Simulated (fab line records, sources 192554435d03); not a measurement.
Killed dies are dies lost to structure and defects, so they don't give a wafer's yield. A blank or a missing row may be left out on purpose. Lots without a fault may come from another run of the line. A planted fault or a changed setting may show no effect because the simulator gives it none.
fab line records | flow n5_finfet | part 2 of 2: steps 5 to 6 of 6
record lots=20 wafers=60 last_day=20
route steps=1938 shown DUMMY_GATE@235 SD_EPI_N@281
lots that met no fault: from a run of the same line without faults
start_h: hours from the record's first day to the start of the lot's first wafer shown | wait_h: hours since the lot's step before | " the same as in the row above | L1.1+2: a row that stands for several wafers | - no value, or no start given | * or withheld: withheld | < > ~ a bound
route shown NAME@n: a module of which the file shows steps, and the number in the route of the first | usual: mean/standard deviation of fault-free wafers | same: alike in all rows | chamber/n: place in a boat | sites: the reading at each site | _std_site: their standard deviation | _edge_site: outer sites' mean less inner sites' | radius_mm: how far each site lies from the wafer's centre | mask NAME#n: copy n | behind: the tool/chamber that last shaped the wafer | hold: why the lot was held/for how many hours/how that ended | device: the transistor (n, p or np) that didn't switch | end of line: the same wafers' tests at the end of the route | a step without rows: its recipe alone | killed: dies lost to structure and defects at the first sort, not the wafer's yield | map: a wafer's dies, x killed, . not, _ none there
set.NAME: the setting as run; set.NAME@STEP: as run at that earlier step | model.NAME: the simulator's own value behind a step, which no gauge read
steps of the route over a sample of lots; a table a step, a row a wafer
services: from which hour (start_h, from the record's first day; less than 0 if before it) a tool's chamber was out of use, for how many hours, and why
## steps
# step N5_SD_EPI_N_SD_RECESS_17
# recipe chemistry=HBr/Cl2/O2 target_depth_a=410 mask_material=SOC time_s=23.7 bt_time_s=3 pressure_mtorr=10 icp_w=800 bias_w=112 HBr_flow_sccm=150 Cl2_flow_sccm=80 O2_flow_sccm=12
# usual chamber_pressure_mTorr=10.000/0.009 drypump_motor_current_A=5.8/0.43 he_backside_leak_sccm=2.65/0.25 oes_product_au=0.999/0.013 throttle_valve_pct=37.0/0.47
# same bt_time_s=3
# columns lot.wafer tool chamber start_h wait_h chamber_pressure_mTorr drypump_motor_current_A he_backside_leak_sccm oes_product_au rf_hours_counter_h throttle_valve_pct
L074.1 rie_si-01 1 48.87 0.0 10.002 5.2 2.50 0.994 16 37.9
L074.5 " 3 " " 9.997 5.9 2.56 1.009 - 36.9
L074.6 " 0 " " 9.986 5.8 2.68 1.002 - 36.7
L075.3 rie_si-06 2 56.18 0.0 10.007 5.7 2.59 1.010 85 37.4
L075.4 " 0 " " 10.004 5.7 2.58 0.999 124 36.5
L075.6 " 1 " " 10.002 6.4 2.58 0.978 - 37.3
L076.1 rie_si-02 1 61.46 0.0 10.004 6.5 2.46 0.995 157 36.5
L076.5 " 0 " " 10.006 5.0 2.96 1.016 - 36.8
L076.6 " 1 " " 9.988 6.5 2.47 1.005 - 36.5
L077.2 rie_si-02 3 68.07 0.0 10.015 5.9 2.87 0.983 199 36.7
L077.3 " 1 " " 9.992 6.4 3.12 1.005 158 36.5
L077.6 " 3 " " 9.998 5.9 3.04 0.984 - 36.7
L078.1 rie_si-02 0 75.30 0.0 10.003 5.0 2.86 1.004 190 36.8
L078.2 " 1 " " 9.994 6.4 2.39 1.003 158 36.5
L078.4 " 2 " " 10.008 6.0 2.39 0.982 25 37.6
L079.4 rie_si-01 1 79.33 0.1 10.017 5.2 2.48 0.991 - 37.9
L079.5 " 3 " " 9.994 5.9 2.52 1.014 - 36.9
L079.6 " 2 " " 10.010 5.7 2.81 1.002 - 36.3
L081.2 rie_si-01 3 91.06 0.0 10.001 5.9 2.64 1.000 110 36.9
L081.5 " 2 " " 10.005 5.7 2.84 1.006 - 36.3
L081.6 " 1 " " 10.008 5.2 2.57 1.001 - 37.9
L082.4 rie_si-01 2 99.14 0.1 9.985 5.7 2.81 0.993 - 36.3
L082.5 " 1 " " 10.001 5.2 2.54 0.995 - 37.9
L082.6 " 3 " " 10.009 5.9 2.62 1.007 - 36.8
L083.1 rie_si-02 2 104.02 0.0 10.001 6.0 2.26 0.982 25 37.6
L083.4 " 1 " " 10.002 6.4 2.44 1.009 - 36.5
L083.5 " 2 " " 9.994 6.0 2.26 0.987 - 37.5
L084.2 rie_si-06 0 110.77 0.0 9.992 5.8 2.70 0.992 125 36.5
L084.3 " 1 " " 10.003 6.4 2.67 0.977 19 37.3
L084.6 " 3 " " 10.008 5.2 2.78 0.996 - 36.9
L086.3 rie_si-02 3 129.98 0.0 10.015 5.9 2.67 1.028 0 37.2
L086.4 " 2 " " 9.987 6.0 2.24 0.977 26 37.6
L086.5 " 2 " " 10.003 6.0 2.27 0.979 - 37.6
L087.1 rie_si-06 2 132.40 0.0 10.006 5.7 2.36 1.007 87 37.4
L087.2 " 0 " " 9.998 5.7 2.76 0.994 126 36.5
L087.3 " 1 " " 9.991 6.3 2.74 0.981 19 37.3
L088.3 rie_si-06 0 133.86 0.0 10.023 5.8 2.57 0.984 126 36.5
L088.4 " 1 " " 9.994 6.4 2.51 0.974 19 37.3
L088.5 " 0 " " 10.009 5.8 2.65 0.989 - 36.5
L089.3 rie_si-02 2 142.70 0.0 10.005 6.0 2.28 0.977 26 37.6
L089.5 " 0 " " 9.997 5.0 2.89 1.012 - 36.8
L089.6 " 3 " " 10.004 5.9 2.71 1.022 - 37.3
L091.2 rie_si-01 0 150.50 0.0 9.993 5.8 2.51 1.003 1 36.6
L091.3 " 1 " " 9.999 5.2 2.68 0.994 18 37.9
L091.4 " 2 " " 10.005 5.8 2.96 1.004 149 36.3
L092.2 rie_si-01 0 159.34 0.0 10.002 5.8 2.43 1.001 1 36.6
L092.5 " 0 " " 10.003 5.8 2.48 0.992 - 36.6
L092.6 " 3 " " 10.003 5.9 2.80 1.009 - 36.9
L093.1 rie_si-02 0 164.30 0.0 9.999 5.0 2.82 1.017 191 36.8
L093.3 " 1 " " 9.996 6.4 2.39 1.009 159 36.5
L093.4 " 2 " " 9.991 6.0 2.29 0.981 27 37.6
L094.1 rie_si-06 1 171.49 0.0 9.991 6.4 2.68 0.984 20 37.2
L094.4 " 2 " " 10.002 5.7 2.46 1.008 88 37.4
L094.6 " 1 " " 10.001 6.3 2.66 0.986 - 37.3
L096.3 rie_si-01 0 181.46 0.0 9.995 5.8 2.61 0.999 2 36.6
L096.4 " 1 " " 10.003 5.2 2.61 0.993 19 37.9
L096.5 " 1 " " 9.993 5.2 2.64 0.991 - 37.9
L097.3 rie_si-06 2 192.92 0.0 9.989 5.7 2.38 1.011 88 37.3
L097.4 " 0 " " 9.993 5.8 2.75 0.985 - 36.5
L097.6 " 2 " " 10.007 5.7 2.29 1.011 - 37.3
# step N5_SD_EPI_N_VAPOR_ETCH_50
# recipe chemistry=HCl target=Si temp_c=775 time_s=54 pressure_torr=20 mode=isotropic
# usual lamp_inner_pct=18.9/0.75 throttle_valve_pct=11.65/0.2
# columns lot.wafer tool chamber start_h wait_h lamp_inner_pct throttle_valve_pct
L074.1 epi_rpcvd-03 0 49.68 0.3 19.3 11.75
L074.5 " 0 " " 19.6 11.87
L074.6 " 0 " " 19.7 12.00
L075.3 epi_rpcvd-03 0 57.05 0.2 19.5 11.81
L075.4 " 0 " " 19.3 11.67
L075.6 " 0 " " 19.5 11.94
L076.1 epi_rpcvd-03 0 62.27 0.3 19.5 11.78
L076.5 " 0 " " 19.5 11.81
L076.6 " 0 " " 19.5 11.85
L077.2 epi_rpcvd-03 0 68.91 0.3 19.5 11.71
L077.3 " 0 " " 19.5 12.01
L077.6 " 0 " " 19.5 11.65
L078.1 epi_rpcvd-03 0 76.11 0.3 19.4 11.69
L078.2 " 0 " " 19.5 11.81
L078.4 " 0 " " 19.7 11.69
L079.4 epi_rpcvd-01 0 80.19 0.2 18.8 11.42
L079.5 " 0 " " 18.7 11.57
L079.6 " 0 " " 19.0 11.52
L081.2 epi_rpcvd-01 0 91.93 0.3 18.9 11.57
L081.5 " 0 " " 18.7 11.28
L081.6 " 0 " " 19.1 11.55
L082.4 epi_rpcvd-03 0 100.19 0.3 19.3 12.02
L082.5 " 0 " " 19.7 11.64
L082.6 " 0 " " 19.4 11.69
L083.1 epi_rpcvd-01 0 104.84 0.3 18.9 11.57
L083.4 " 0 " " 18.8 11.58
L083.5 " 0 " " 18.9 11.73
L084.2 epi_rpcvd-02 0 111.62 0.3 17.8 11.41
L084.3 " 0 " " 17.7 11.36
L084.6 " 0 " " 17.8 11.18
L086.3 epi_rpcvd-02 0 131.18 0.4 18.0 11.60
L086.4 " 0 " " 17.7 11.76
L086.5 " 0 " " 17.6 11.32
L087.1 epi_rpcvd-01 0 133.21 0.3 19.2 11.69
L087.2 " 0 " " 19.1 11.57
L087.3 " 0 " " 18.9 11.46
L088.3 epi_rpcvd-03 0 134.86 0.3 19.8 11.86
L088.4 " 0 " " 19.2 11.82
L088.5 " 0 " " 19.3 11.41
L089.3 epi_rpcvd-02 0 143.57 0.2 17.7 11.28
L089.5 " 0 " " 17.7 11.70
L089.6 " 0 " " 17.5 11.86
L091.2 epi_rpcvd-03 0 151.47 0.4 19.2 11.45
L091.3 " 0 " " 19.6 11.55
L091.4 " 0 " " 19.6 11.75
L092.2 epi_rpcvd-03 0 160.54 0.4 19.4 11.86
L092.5 " 0 " " 19.4 11.74
L092.6 " 0 " " 19.4 11.77
L093.1 epi_rpcvd-03 0 165.24 0.4 19.4 11.99
L093.3 " 0 " " 19.4 11.87
L093.4 " 0 " " 19.4 11.72
L094.1 epi_rpcvd-02 0 172.55 0.3 17.6 11.53
L094.4 " 0 " " 17.7 11.68
L094.6 " 0 " " 17.7 11.67
L096.3 epi_rpcvd-03 0 182.33 0.2 19.7 12.00
L096.4 " 0 " " 19.5 11.69
L096.5 " 0 " " 19.3 11.92
L097.3 epi_rpcvd-03 0 193.81 0.2 19.2 11.94
L097.4 " 0 " " 19.6 11.97
L097.6 " 0 " " 19.7 12.06
## services
# columns tool chamber start_h hours kind
rie_diel-06 3 29.13 5.4 repair
rie_diel-06 1 30.45 14.7 repair
epi_rpcvd-01 - 30.74 28.1 pm
rie_diel-04 3 49.91 - clean
rie_diel-04 3 49.91 - consumable_replace:focus_ring
rie_diel-04 3 49.91 17.3 scheduled_down
rie_diel-04 3 49.91 17.3 vent_cycle
rie_si-01 - 65.71 4.0 pm
rie_diel-04 2 81.59 - clean
rie_diel-04 2 81.59 - consumable_replace:focus_ring
rie_diel-04 2 81.59 29.2 scheduled_down
rie_diel-04 2 81.59 29.2 vent_cycle
rie_diel-06 1 98.68 2.0 repair
rie_diel-06 0 116.04 - clean
rie_diel-06 0 116.04 - consumable_replace:focus_ring
rie_diel-06 0 116.04 20.9 scheduled_down
rie_si-06 2 117.57 1.7 repair
rie_si-01 2 118.57 3.7 repair
rie_diel-04 - 151.51 2.8 pm
rie_diel-01 0 166.24 2.4 repair
epi_rpcvd-03 - 184.13 2.8 pm
rie_si-06 3 185.71 8.7 repair
rie_diel-04 1 188.60 8.5 repair
rie_diel-06 1 193.88 1.5 repair
